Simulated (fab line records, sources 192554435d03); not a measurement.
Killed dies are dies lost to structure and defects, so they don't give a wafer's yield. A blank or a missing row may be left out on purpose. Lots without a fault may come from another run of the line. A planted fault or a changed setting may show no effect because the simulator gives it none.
fab line records | flow n5_finfet
record lots=6 wafers=18 last_day=16
route steps=1938 shown BEOL_M4@1080 BEOL_M5@1112 PASSIVATION@1936
lots that met no fault: from a run of the same line without faults
start_h: hours from the record's first day to the start of the lot's first wafer shown | wait_h: hours since the lot's step before | " the same as in the row above | L1.1+2: a row that stands for several wafers | - no value, or no start given | * or withheld: withheld | < > ~ a bound
route shown NAME@n: a module of which the file shows steps, and the number in the route of the first | usual: mean/standard deviation of fault-free wafers | same: alike in all rows | chamber/n: place in a boat | sites: the reading at each site | _std_site: their standard deviation | _edge_site: outer sites' mean less inner sites' | radius_mm: how far each site lies from the wafer's centre | mask NAME#n: copy n | behind: the tool/chamber that last shaped the wafer | hold: why the lot was held/for how many hours/how that ended | device: the transistor (n, p or np) that didn't switch | end of line: the same wafers' tests at the end of the route | a step without rows: its recipe alone | killed: dies lost to structure and defects at the first sort, not the wafer's yield | map: a wafer's dies, x killed, . not, _ none there
set.NAME: the setting as run; set.NAME@STEP: as run at that earlier step | model.NAME: the simulator's own value behind a step, which no gauge read
lots at some steps of the route; a table a step, a row a wafer
services: from which hour (start_h, from the record's first day; less than 0 if before it) a tool's chamber was out of use, for how many hours, and why
## steps
# step N5_BEOL_M4_PRE_CLEAN_45
# recipe gas=H2/He time_s=30 temp_c=250
# step N5_BEOL_M4_ALD_84
# recipe material=TaN target_thk_a=* temp_c=275 ald_precursor_family=PDMAT ald_co_reactant=NH3 pressure_torr=3 carrier_flow_sccm=1500 pulse_time_s=2 purge_time_s=3 co_reactant_purge_time_s=2 co_reactant_pulse_time_s=3 ald_cycles=30 precursor_vessel_temp_c=75 precursor_vessel_pressure_torr=26.25 precursor_vessel_carrier_sccm=1000
# step N5_BEOL_M4_SURFACE_TREAT_85
# recipe gas=Ar time_s=* ion_energy_ev=* ion_current_ma_cm2=0.5 pressure_mtorr=* ar_flow_sccm=30
# step N5_BEOL_M4_CVD_47
# recipe material=Co target_thk_a=30 temp_c=withheld precursor=CCTBA/H2 pressure_torr=30 time_s=223.8
# step N5_BEOL_M4_SPUTTER_48
# recipe material=Cu target_thk_a=45 temp_c=-20 chamber_pressure_pa=0.07 power_w=withheld time_s=8.29
# step N5_BEOL_M4_ANNEAL_49
# recipe temp_c=400 time_s=240 ambient=vacuum
# usual heater_power_w=832/110
# columns lot.wafer tool chamber start_h wait_h heater_power_w
L926.4 pvd_sputter-02 - 168.46 0.1 739
L926.5 " - " " 925
L926.6 " - " " 905
L928.1 pvd_sputter-02 - 192.86 0.0 772
L928.2 " - " " 880
L928.3 " - " " 735
L930.1 pvd_sputter-03 - 194.29 0.0 908
L930.3 " - " " 859
L930.5 " - " " 956
L933.2 pvd_sputter-03 - 211.91 0.0 851
L933.4 " - " " 927
L933.6 " - " " 930
L936.4 pvd_sputter-03 - 229.20 0.0 914
L936.5 " - " " 750
L936.6 " - " " 944
L943.1 pvd_sputter-01 - 279.85 0.0 890
L943.2 " - " " 954
L943.5 " - " " 943
# step N5_BEOL_M4_SPUTTER_79
# recipe material=Cu target_thk_a=45 temp_c=-20 chamber_pressure_pa=0.07 power_w=withheld time_s=8.29
# step N5_BEOL_M4_ANNEAL_80
# recipe temp_c=400 time_s=240 ambient=vacuum
# step N5_BEOL_M4_SPUTTER_81
# recipe material=Cu target_thk_a=45 temp_c=-20 chamber_pressure_pa=0.07 power_w=withheld time_s=8.29
# step N5_BEOL_M4_ANNEAL_82
# recipe temp_c=400 time_s=240 ambient=vacuum
# usual heater_power_w=832/110
# columns lot.wafer tool chamber start_h wait_h heater_power_w
L926.4 pvd_sputter-02 - 168.90 0.1 736
L926.5 " - " " 933
L926.6 " - " " 898
L928.1 pvd_sputter-02 - 193.30 0.0 766
L928.2 " - " " 866
L928.3 " - " " 716
L930.1 pvd_sputter-03 - 199.21 0.0 932
L930.3 " - " " 844
L930.5 " - " " 930
L933.2 pvd_sputter-03 - 212.35 0.0 858
L933.4 " - " " 909
L933.6 " - " " 972
L936.4 pvd_sputter-03 - 229.64 0.0 911
L936.5 " - " " 746
L936.6 " - " " 928
L943.1 pvd_sputter-01 - 280.29 0.0 860
L943.2 " - " " 947
L943.5 " - " " 926
# step N5_BEOL_M4_SPUTTER_86
# recipe material=Cu target_thk_a=45 temp_c=-20 chamber_pressure_pa=0.07 power_w=withheld time_s=8.29
# step N5_BEOL_M4_ANNEAL_87
# recipe temp_c=400 time_s=240 ambient=vacuum
# step N5_BEOL_M4_SPUTTER_88
# recipe material=Cu target_thk_a=45 temp_c=-20 chamber_pressure_pa=0.07 power_w=withheld time_s=8.29
# usual throttle_valve_pct=30.4/0.44
# columns lot.wafer tool chamber start_h wait_h throttle_valve_pct
L926.4 pvd_sputter-02 - 169.23 0.0 30.4
L926.5 " - " " 30.7
L926.6 " - " " 31.0
L928.1 pvd_sputter-02 - 193.66 0.1 29.9
L928.2 " - " " 30.9
L928.3 " - " " 30.4
L930.1 pvd_sputter-03 - 199.57 0.1 30.2
L930.3 " - " " 29.8
L930.5 " - " " 30.2
L933.2 pvd_sputter-03 - 212.71 0.1 29.8
L933.4 " - " " 30.1
L933.6 " - " " 30.2
L936.4 pvd_sputter-03 - 230.00 0.1 29.8
L936.5 " - " " 29.9
L936.6 " - " " 30.5
L943.1 pvd_sputter-01 - 280.65 0.1 29.6
L943.2 " - " " 30.7
L943.5 " - " " 30.6
# step N5_BEOL_M4_ANNEAL_89
# recipe temp_c=400 time_s=240 ambient=vacuum
# usual heater_power_w=832/110
# columns lot.wafer tool chamber start_h wait_h heater_power_w
L926.4 pvd_sputter-02 - 169.34 0.1 718
L926.5 " - " " 940
L926.6 " - " " 843
L928.1 pvd_sputter-02 - 193.74 0.0 754
L928.2 " - " " 885
L928.3 " - " " 739
L930.1 pvd_sputter-03 - 199.65 0.0 901
L930.3 " - " " 843
L930.5 " - " " 926
L933.2 pvd_sputter-03 - 212.79 0.0 840
L933.4 " - " " 935
L933.6 " - " " 928
L936.4 pvd_sputter-03 - 230.08 0.0 917
L936.5 " - " " 752
L936.6 " - " " 927
L943.1 pvd_sputter-01 - 280.73 0.0 877
L943.2 " - " " 970
L943.5 " - " " 958
# step N5_BEOL_M4_SPUTTER_90
# recipe material=Cu target_thk_a=45 temp_c=-20 chamber_pressure_pa=0.07 power_w=withheld time_s=8.29
# step N5_BEOL_M4_ANNEAL_91
# recipe temp_c=400 time_s=240 ambient=vacuum
# step N5_BEOL_M4_SPUTTER_92
# recipe material=Cu target_thk_a=45 temp_c=-20 chamber_pressure_pa=0.07 power_w=withheld time_s=8.29
# step N5_BEOL_M4_ANNEAL_93
# recipe temp_c=400 time_s=240 ambient=vacuum
# step N5_BEOL_M4_SPUTTER_94
# recipe material=Cu target_thk_a=45 temp_c=-20 chamber_pressure_pa=0.07 power_w=withheld time_s=8.29
# step N5_BEOL_M4_ANNEAL_95
# recipe temp_c=400 time_s=240 ambient=vacuum
# usual heater_power_w=832/100
# columns lot.wafer tool chamber start_h wait_h heater_power_w
L926.4 pvd_sputter-02 - 170.00 0.1 739
L926.5 " - " " 941
L926.6 " - " " 895
L928.1 pvd_sputter-02 - 194.40 0.0 759
L928.2 " - " " 880
L928.3 " - " " 739
L930.1 pvd_sputter-03 - 200.31 0.0 921
L930.3 " - " " 847
L930.5 " - " " 919
L933.2 pvd_sputter-03 - 213.45 0.0 823
L933.4 " - " " 921
L933.6 " - " " 912
L936.4 pvd_sputter-03 - 230.74 0.0 925
L936.5 " - " " 751
L936.6 " - " " 917
L943.1 pvd_sputter-01 - 281.39 0.0 865
L943.2 " - " " 915
L943.5 " - " " 929
# step N5_BEOL_M4_SPUTTER_96
# recipe material=Cu target_thk_a=45 temp_c=-20 chamber_pressure_pa=0.07 power_w=withheld time_s=8.29
# step N5_BEOL_M4_ECD_50
# recipe material=Cu target_thk_a=3000
# step N5_BEOL_M4_ANNEAL_51
# recipe temp_c=225 time_s=90 ambient=N2
# step N5_BEOL_M4_CMP_52
# recipe stop_on=SiOC t_overpolish_s=6.8 down_force_psi=1 platen_rpm=50 clearing_platen_down_force_psi=1.5 clearing_platen_rpm=50 post_cmp_clean=cu_alkaline target_thk_nm=40 clearing_platen_pad_velocity_m_s=0.99484 pad_velocity_m_s=0.99484
# step N5_BEOL_M4_PRE_CLEAN_60
# recipe gas=NH3/H2 time_s=15 temp_c=* rf_power_w=300
# step N5_BEOL_M4_CO_CAP_55
# recipe material=Co target_thk_a=20 temp_c=200 precursor=CCTBA/H2 pressure_torr=30 time_s=102.1
# usual heater_power_w=242/15
# columns lot.wafer tool chamber start_h wait_h heater_power_w
L926.4 cvd_co-01 0 170.97 0.0 218
L926.5 " 2 " " 257
L926.6 " 1 " " 234
L928.1 cvd_co-01 2 195.40 0.0 268
L928.2 " 0 " " 227
L928.3 " 1 " " 238
L930.1 cvd_co-02 1 201.36 0.0 252
L930.3 " 2 " " 235
L930.5 " 1 " " 253
L933.2 cvd_co-02 1 214.46 0.0 249
L933.4 " 0 " " 245
L933.6 " 1 " " 251
L936.4 cvd_co-01 0 231.78 0.0 219
L936.5 " 2 " " 269
L936.6 " 1 " " 227
L943.1 cvd_co-01 2 282.45 0.0 262
L943.2 " 1 " " 233
L943.5 " 1 " " 231
# step N5_BEOL_M4_PRE_CLEAN_56
# recipe gas=NH3 time_s=15 temp_c=withheld rf_power_w=300
# step N5_BEOL_M4_DEP_57
# recipe material=SiCN target_thk_a=80 temp_c=withheld precursor=3MS/NH3 pressure_torr=3 rf_w=202 time_s=14
# step N5_BEOL_M4_RS_MEAS_58
# recipe thk_meas_gauge=four-point-probe reads=Co_of_BEOL_M4_CO_CAP_55+Cu_of_BEOL_M4_ECD_50+Co_of_BEOL_M4_CVD_47+TaN_of_BEOL_M4_ALD_84
# usual M4_RS=0.67/0.034
# columns lot.wafer tool chamber start_h wait_h M4_RS[ohm/sq]
L926.4 film_metro-02 - 171.12 0.0 0.66
L926.5 " - " " 0.73
L926.6 " - " " 0.70
L928.1 film_metro-02 - 195.58 0.0 0.66
L928.2 " - " " 0.64
L928.3 " - " " 0.63
L930.1 film_metro-02 - 201.54 0.0 0.66
L930.3 " - " " 0.70
L930.5 " - " " 0.66
L933.2 film_metro-01 - 214.65 0.1 0.72
L933.4 " - " " 0.70
L933.6 " - " " 0.65
L936.4 film_metro-01 - 231.93 0.0 0.73
L936.5 " - " " 0.62
L936.6 " - " " 0.69
L943.1 film_metro-02 - 282.64 0.0 0.64
L943.2 " - " " 0.70
L943.5 " - " " 0.62
# step N5_BEOL_M4_RC_MEAS_101
# usual DIBL_N=36.5/1.4 DIBL_P=36.5/1.6 IOFF_N=0.163/0.022 IOFF_P=0.219/0.029 ION_N=675/8.3 ION_P=464/6.2 SS_N=71.5/0.52 SS_P=73.4/0.57 VT_N=249.7/2.6 VT_P=-250/3
# columns lot.wafer tool chamber start_h wait_h DIBL_N[mV/V] DIBL_P[mV/V] IOFF_N[nA/um] IOFF_P[nA/um] ION_N[uA/um] ION_P[uA/um] SS_N[mV/dec] SS_P[mV/dec] VT_N[mV] VT_P[mV]
L926.4 prober-01 0 171.63 0.5 36.0 34.1 0.126 0.197 664 463 71.4 72.9 258.0 -250
L926.5 " 0 " " 37.7 36.0 0.153 0.229 663 462 71.5 73.4 254.3 -247
L926.6 " 0 " " 36.5 33.8 0.126 0.191 667 460 71.8 73.0 257.9 -251
L928.1 prober-02 0 195.64 0.0 34.3 35.7 0.124 0.181 667 457 70.7 73.1 254.2 -253
L928.2 " 0 " " 38.1 39.3 0.185 0.229 661 453 71.9 73.2 250.0 -252
L928.3 " 0 " " 35.3 36.6 0.140 0.191 664 461 70.8 72.3 252.1 -255
L930.1 prober-02 0 201.60 0.0 37.2 36.7 0.175 0.217 675 462 71.6 74.2 249.6 -253
L930.3 " 0 " " 36.6 35.0 0.162 0.191 679 463 71.9 73.3 253.3 -253
L930.5 " 0 " " 38.3 38.0 0.198 0.237 681 470 71.6 74.3 247.6 -250
L933.2 prober-01 0 214.85 0.2 36.9 36.2 0.167 0.253 685 473 71.2 73.3 249.1 -244
L933.4 " 0 " " 34.2 33.7 0.129 0.213 673 468 71.0 72.0 252.0 -248
L933.6 " 0 " " 35.3 34.5 0.141 0.221 681 469 71.2 72.5 248.7 -248
L936.4 prober-02 0 232.44 0.5 38.3 38.4 0.217 0.288 693 475 71.7 73.1 245.6 -242
L936.5 " 0 " " 37.1 38.1 0.190 0.275 686 478 71.1 73.4 245.2 -246
L936.6 " 0 " " 36.1 37.9 0.180 0.271 684 476 70.4 73.4 247.6 -242
L943.1 prober-01 0 282.69 0.0 39.3 40.7 0.207 0.254 679 466 72.0 75.2 246.7 -249
L943.2 " 0 " " 39.1 41.1 0.204 0.262 684 470 71.9 73.8 247.3 -249
L943.5 " 0 " " 38.5 40.1 0.188 0.236 686 469 71.7 74.2 246.6 -251
# step N5_BEOL_M5_ILD_DEP_00
# recipe material=SiCOH_lowk target_thk_a=1406.4 temp_c=300 precursor=DEMS/porogen pressure_torr=5 rf_w=500 time_s=25.9
# step N5_BEOL_M5_CURE_79
# recipe temp_c=385 time_s=240 ambient=He/Ar material=SiCOH_lowk
# step N5_BEOL_M5_THK_MEAS_01
# recipe reads=SiCOH_lowk_of_BEOL_M5_ILD_DEP_00
# usual M5_ILD_THK=121.0/1.5
# columns lot.wafer tool chamber start_h wait_h M5_ILD_THK[nm]
L926.4 film_metro-02 - 172.71 0.2 123.9
L926.5 " - " " 122.1
L926.6 " - " " 123.7
L928.1 film_metro-01 - 197.19 0.4 119.7
L928.2 " - " " 120.0
L928.3 " - " " 122.8
L930.1 film_metro-02 - 203.15 0.4 121.1
L930.3 " - " " 122.6
L930.5 " - " " 120.2
L933.2 film_metro-01 - 216.25 0.4 117.8
L933.4 " - " " 118.5
L933.6 " - " " 119.4
L936.4 film_metro-01 - 233.51 0.2 123.1
L936.5 " - " " 122.0
L936.6 " - " " 124.3
L943.1 film_metro-02 - 284.22 0.4 120.6
L943.2 " - " " 120.0
L943.5 " - " " 121.5
# step N5_BEOL_M5_PECVD_70
# recipe material=SiO2 target_thk_a=160 temp_c=400 precursor=TEOS/O2 pressure_torr=5.5 rf_w=450 teos_flow_sccm=53.8 gas=O2 flow_sccm=3000 time_s=18
# step N5_BEOL_M5_HM_DEP_02
# recipe material=TiN target_thk_a=200 temp_c=25 chamber_pressure_pa=0.49996
# step N5_BEOL_M5_COAT_59
# recipe resist=SOC temp_c=250 time_s=60 spin_rpm=1500 resist_thk_nm=60
# step N5_BEOL_M5_COAT_60
# recipe resist=SiARC temp_c=220 time_s=60 spin_rpm=1500 resist_thk_nm=12
# step N5_BEOL_M5_COAT_71
# recipe resist=underlayer temp_c=205 time_s=60 spin_rpm=1500 resist_thk_nm=5
# step N5_BEOL_M5_COAT_05
# recipe resist=CAR-EUV spin_rpm=1500 resist_thk_nm=30
# step N5_BEOL_M5_EBR_07
# recipe solvent=PGMEA ebr_width_mm=1.5
# step N5_PASSIVATION_PROBE_49
# usual defect_limited_yield=91.2/1.6 killed_at_M0_to_M3=33/11 killed_at_M4_up=15/6.2 killed_at_contacts=15/7.1 killed_at_front_end=38/12 killed_at_other=4/3.5 killed_dies=104/19 killed_open=69/14 killed_short=34/8.5 sort_bin_5_function=5.2/0.99 sort_bin_6_memory=3.3/0.77 sort_n_pass=1076/19 sort_yield_pct=91.2/1.6
# same gross_dies=1180 killed_at_back_side=0 sort_bin_4_leakage[%]=0 sort_bin_8_speed[%]=0
# columns lot.wafer tool chamber start_h wait_h defect_limited_yield[%] killed_at_M0_to_M3 killed_at_M4_up killed_at_contacts killed_at_front_end killed_at_other killed_dies killed_open killed_short sort_bin_5_function[%] sort_bin_6_memory[%] sort_n_pass sort_yield_pct[%]
L933.2 prober-02 - 321.03 0.1 80.2 21 155 18 40 0 234 54 39 12.2 3.6 946 80.2
L933.4 prober-02 - 321.13 0.2 84.0 22 124 11 30 2 189 53 26 9.4 3.6 991 84.0
L933.6 prober-02 - 321.23 0.3 81.9 20 133 29 31 1 214 63 31 10.3 4.3 966 81.9
L936.4 prober-02 - 335.21 0.2 83.5 25 125 8 32 5 195 66 19 9.9 3.6 985 83.5
L936.5 prober-02 - 335.26 0.2 80.3 25 150 11 43 4 233 64 29 12.9 3.3 947 80.3
L936.6 prober-02 - 335.31 0.3 79.4 37 162 3 38 3 243 67 30 12.9 4.0 937 79.4
# killed by level:class
L933.2 BEOL_M4:unspecified=141 MOL_CONTACT_COAG:geometric_particle:open=14 FIN_SAQP:geometric_particle:short=9 FIN_SAQP:geometric_particle:open=7 GATE_CUT:geometric_particle:short=7 BEOL_M0_SAQP:geometric_particle:short=6 GATE_CUT:geometric_particle:open=5 BEOL_M5:geometric_particle:open=5
L933.4 BEOL_M4:unspecified=108 STI_FIN_REVEAL:geometric_particle:open=10 MOL_CONTACT_COAG:geometric_particle:open=9 BEOL_M0_SAQP:geometric_particle:open=8 BEOL_M4:geometric_particle:open=7 BEOL_M0_SAQP:geometric_particle:short=6 BEOL_M5:geometric_particle:open=5 FIN_SAQP:geometric_particle:open=4
L933.6 BEOL_M4:unspecified=117 MOL_CONTACT_COAG:geometric_particle:open=22 BEOL_M4:geometric_particle:open=9 MOL_CONTACT_COAG:geometric_particle:short=7 BEOL_M0_SAQP:geometric_particle:short=6 GATE_CUT:geometric_particle:short=5 FIN_SAQP:geometric_particle:open=4 BEOL_M3:geometric_particle:short=4
L936.4 BEOL_M4:unspecified=110 STI_FIN_REVEAL:geometric_particle:open=9 BEOL_M2:geometric_particle:open=8 ILD0:geometric_particle:open=7 MOL_CONTACT_COAG:geometric_particle:open=7 BEOL_M4:geometric_particle:open=7 BEOL_M0_SAQP:geometric_particle:short=6 BEOL_M0_SAQP:geometric_particle:open=4
L936.5 BEOL_M4:unspecified=140 STI_FIN_REVEAL:geometric_particle:open=17 MOL_CONTACT_COAG:geometric_particle:open=11 BEOL_M0_SAQP:geometric_particle:short=7 FIN_SAQP:geometric_particle:open=6 BEOL_M1:geometric_particle:open=6 BEOL_M3:geometric_particle:open=5 STARTING-WAFER:geometric_particle:short=5
L936.6 BEOL_M4:unspecified=145 BEOL_M1:geometric_particle:open=10 BEOL_M2:geometric_particle:open=10 FIN_SAQP:geometric_particle:open=9 BEOL_M4:geometric_particle:open=9 FIN_SAQP:geometric_particle:short=7 BEOL_M1:geometric_particle:short=5 BEOL_M3:geometric_particle:open=5
# map L933.2 (x killed, . not)
_________________............________________
______________........x......x.._____________
___________........x...x...........__________
__________...x.x.....x.....x.....x.._________
________...x......x.......x..........._______
_______x...........................x...______
______.................x.....x......x..._____
_____x..........x...........x............____
____...........x.x...x...x................___
___.......x..............x...........x.x...__
___..x........xxxx..xxxxx.....x......x....x__
__.............xxxxxxxx.x.......x....x......_
__............xxxxxxxxxxx.xx................_
_....x..x...xxx.xxxxxxxxxx.................x.
_.....x....x..xxxxxxxxxxxxxx.................
_.....x....x..xxxxxxxxxxxxxx..x..............
_...........xxxxxxxxxxxxxxx..x......x........
_...x.......xxxxxxxxxxxxxxxx.x...............
_...x.......xxxxxxxxxxxxxxx....x.............
_..x....x..xxxxxxxxxxxxxxx.xx..........x...x.
_......x........xxx.xxxx...........x.x.x.....
__.............x..xx..xxx..................._
__......x.................x..........x......_
___............x..xx..............x........__
___..x..........x..........................__
____......x...................xx..........___
_____x.x.............x..................x____
______........x.xx......................_____
_______..x...........x..x.xx...........______
________...x.........x............x..._______
__________.....................xx..._________
___________..........x.............__________
______________.................._____________
_________________............________________
# map L936.6 (x killed, . not)
_________________.x.......x..________________
______________.x.x....x........x_____________
___________..x...x.x..............x__________
__________.............x............_________
________....x...............x.....x.x._______
_______x...............................______
______.x..................x............._____
_____...........................xx.......____
____......................................___
___...........x....x.x....x...............x__
___.......x..x..............xx.............__
__x.......x.....x...............x.x.x......._
__...x...........x....................x..x.._
_...................x.x.......x.x...x........
_....x........x........................x..x..
_.....x...x.........x........................
_.................x....x........x.x........x.
_....................................x.......
_......................xx....................
_.................xxxxxx.x...........x......x
_..x...........x.xxxxxxxxxxx...............x.
__.....x.....x..xx.xxxxxxxxxxx.............._
__.....x.....xxx.xxxxxxxxxxx................_
___..........x..xxxxxxxxxxxxxx.............__
___.......x..x.xxxxxxxxxxxxxxxx......xx....__
____........xx..xxxxxxxxxxxxxx.x..........___
_____.....x...x..xxxxxxxxxxx.............____
______.........xxxxxxxxxxxxxxxx.....xx.._____
_______x...x....xxxxxxxxxxxx.x.........______
________...x...xxxxxxxxxxxx..........._______
__________....x...xx..xxx.x....x...._________
___________.........x.x.x.....x....__________
______________.x..........x..x.._____________
_________________xx.xx...x...________________
## services
# columns tool chamber start_h hours kind
cvd_co-02 - 231.43 0.3 repair
## key
first_sign step=N5_PASSIVATION_PROBE_49 reading=killed_at_M4_up direction=up sigmas=20 usual=15 struck=142
effect step=N5_PASSIVATION_PROBE_49 reading=defect_limited_yield direction=down sigmas=5.9 usual=91.2 struck=81.5
more_kills_born_at N5_BEOL_M4_SPUTTER_88@pvd_sputter-03=761
met_at N5_BEOL_M4_SPUTTER_88
struck_wafers L933.2,L933.4,L933.6,L936.4,L936.5,L936.6
onset_between 199.57 212.71
also_fits N5_BEOL_M4_ANNEAL_49:pvd_sputter-03,N5_BEOL_M4_ANNEAL_82:pvd_sputter-03,N5_BEOL_M4_ANNEAL_89:pvd_sputter-03,N5_BEOL_M4_ANNEAL_95:pvd_sputter-03
fault kind=chamber_particle_source tool=pvd_sputter-03 chamber=- onset_h=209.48 steps=N5_BEOL_M4_SPUTTER_88 rate_per_visit_cm2=1.4757 end_h=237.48
